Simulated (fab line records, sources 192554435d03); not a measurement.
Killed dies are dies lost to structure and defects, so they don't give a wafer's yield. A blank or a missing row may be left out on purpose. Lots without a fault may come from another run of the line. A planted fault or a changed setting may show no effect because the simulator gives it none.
Split-lot experiment | flow n5_finfet | 7 lots, 39 wafers read, on a route of 1938 steps

THE SPLIT
At N5_BEOL_M11_VIA_ETCH_34 (etches SiCOH lowk in C4F6/O2, target depth 184.5 nm, time 69.2 s), the setting target_depth_a was moved away from the recipe's 1845 angstrom on 12 of the 39 wafers read, by -42.4% to -25.0%. The other wafers ran this setting at the recipe's value.

The reading is taken at the split's own step.

THE READING
SOC_of_BEOL_M11_COAT_63.thk_nm (the simulator's own value, which no gauge read), in nm, at N5_BEOL_M11_VIA_ETCH_34 (etches SiCOH lowk in C4F6/O2, target depth 184.5 nm, time 69.2 s). The file gives no usual value for it. The 27 wafers here that ran the recipe average 91.9 nm, standard deviation 0.39 nm.

wafer  | tool, chamber at the split | target_depth_a as run, angstrom | against the recipe | SOC_of_BEOL_M11_COAT_63.thk_nm, nm | against lot-mates on the recipe
L076.1 | rie_diel-06, 3             | 1062                            | -42.4%             | 95.2                               | +3.2
L076.2 | rie_diel-06, 0             | 1845                            | recipe             | 92                                 | -
L076.3 | rie_diel-06, 2             | 1062                            | -42.4%             | 95                                 | +3.0
L076.4 | rie_diel-06, 1             | 1845                            | recipe             | 91.6                               | -
L076.5 | rie_diel-06, 3             | 1062                            | -42.4%             | 94.8                               | +2.8
L076.6 | rie_diel-06, 0             | 1845                            | recipe             | 92.4                               | -
L078.1 | rie_diel-06, 1             | 1845                            | recipe             | 92.2                               | -
L078.2 | rie_diel-06, 3             | 1845                            | recipe             | 92.2                               | -
L078.3 | rie_diel-06, 0             | 1265                            | -31.4%             | 95                                 | +2.5
L078.4 | rie_diel-06, 0             | 1845                            | recipe             | 93                                 | -
L078.5 | rie_diel-06, 1             | 1265                            | -31.4%             | 94.8                               | +2.3
L078.6 | rie_diel-06, 3             | 1265                            | -31.4%             | 94.8                               | +2.3
L080.1 | rie_diel-06, 3             | 1845                            | recipe             | 91.6                               | -
L080.5 | rie_diel-06, 3             | 1845                            | recipe             | 91.6                               | -
L080.2 | rie_diel-06, 0             | 1845                            | recipe             | 92                                 | -
L080.3 | rie_diel-06, 1             | 1845                            | recipe             | 91.4                               | -
L080.4 | rie_diel-06, 1             | 1845                            | recipe             | 91.6                               | -
L080.6 | rie_diel-06, 0             | 1845                            | recipe             | 92.4                               | -
L082.3 | rie_diel-06, 1             | 1845                            | recipe             | 91.4                               | -
L082.4 | rie_diel-06, 3             | 1845                            | recipe             | 92                                 | -
L082.5 | rie_diel-06, 1             | 1845                            | recipe             | 91.4                               | -
L084.1 | rie_diel-04, 3             | 1384                            | -25.0%             | 94.2                               | +2.2
L084.2 | rie_diel-04, 2             | 1845                            | recipe             | 92                                 | -
L084.3 | rie_diel-04, 1             | 1384                            | -25.0%             | 94.2                               | +2.2
L084.4 | rie_diel-04, 0             | 1845                            | recipe             | 91.8                               | -
L084.5 | rie_diel-04, 2             | 1384                            | -25.0%             | 93.8                               | +1.8
L084.6 | rie_diel-04, 1             | 1845                            | recipe             | 92.2                               | -
L091.1 | rie_diel-06, 1             | 1845                            | recipe             | 91.8                               | -
L091.2 | rie_diel-06, 3             | 1845                            | recipe             | 92.2                               | -
L091.3 | rie_diel-06, 0             | 1845                            | recipe             | 92.4                               | -
L091.4 | rie_diel-06, 2             | 1845                            | recipe             | 91.6                               | -
L091.5 | rie_diel-06, 3             | 1845                            | recipe             | 92                                 | -
L091.6 | rie_diel-06, 2             | 1845                            | recipe             | 91.6                               | -
L097.1 | rie_diel-06, 2             | 1845                            | recipe             | 91.6                               | -
L097.2 | rie_diel-06, 0             | 1845                            | recipe             | 92.4                               | -
L097.3 | rie_diel-06, 1             | 1170                            | -36.6%             | 94.4                               | +2.3
L097.4 | rie_diel-06, 3             | 1170                            | -36.6%             | 94.6                               | +2.5
L097.5 | rie_diel-06, 3             | 1845                            | recipe             | 92.2                               | -
L097.6 | rie_diel-06, 0             | 1170                            | -36.6%             | 95                                 | +2.9

THE FIT
A straight line over all 39 wafers: SOC_of_BEOL_M11_COAT_63.thk_nm changes by -0.0781 nm for each +1% of target_depth_a; r = -0.96; the points scatter about the line by 0.38 nm.
The same after taking each lot's own level away (the mean of its wafers on the recipe; 39 wafers): -0.0732 nm for each +1%; r = -0.97; scatter 0.3 nm.
On that fit, the largest move of target_depth_a shifts the reading by 3.1 nm.
The lots' own levels span 91.60 to 92.47 nm, that is 2.2 times the standard deviation above.
So the lot-to-lot level changes the slope little: the two slopes agree.
Check: with one of the wafers moved furthest among these (-42.4%) left out of the fit, the line predicts +3.11 nm for it against its lot-mates. It came out at +3.2 nm against them.

OTHER SPLITS ON THESE WAFERS
These wafers also went through other splits before the reading. Each is held against what the fit with the lots' levels taken away leaves over:
other split on the same wafers           | wafers away from the commonest value | r with SOC_of_BEOL_M11_COAT_63.thk_nm (lot level and that fit taken away)
N5_BEOL_M9_TRENCH_ETCH_37 target_depth_a | 9                                    | -0.13

THE WHOLE CHAIN: every reading that the file lists as answering this split, in the file's order
step                    | what it does                                                     | reading                                                                         | change (the file's fit)                | r (the file's)
N5_BEOL_M11_VIA_ETCH_34 | etches SiCOH lowk in C4F6/O2, target depth 184.5 nm, time 69.2 s | etch.depth_nm (the simulator's own value, which no gauge read)                  | +1.82 nm for each +1% of the setting   | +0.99
N5_BEOL_M11_VIA_ETCH_34 | etches SiCOH lowk in C4F6/O2, target depth 184.5 nm, time 69.2 s | SOC_of_BEOL_M11_COAT_63.thk_nm (the simulator's own value, which no gauge read) | -0.0736 nm for each +1% of the setting | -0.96

THE FILE'S OWN FIT
SOC_of_BEOL_M11_COAT_63.thk_nm changes by -0.0736 nm for each +1% of target_depth_a, r = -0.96.
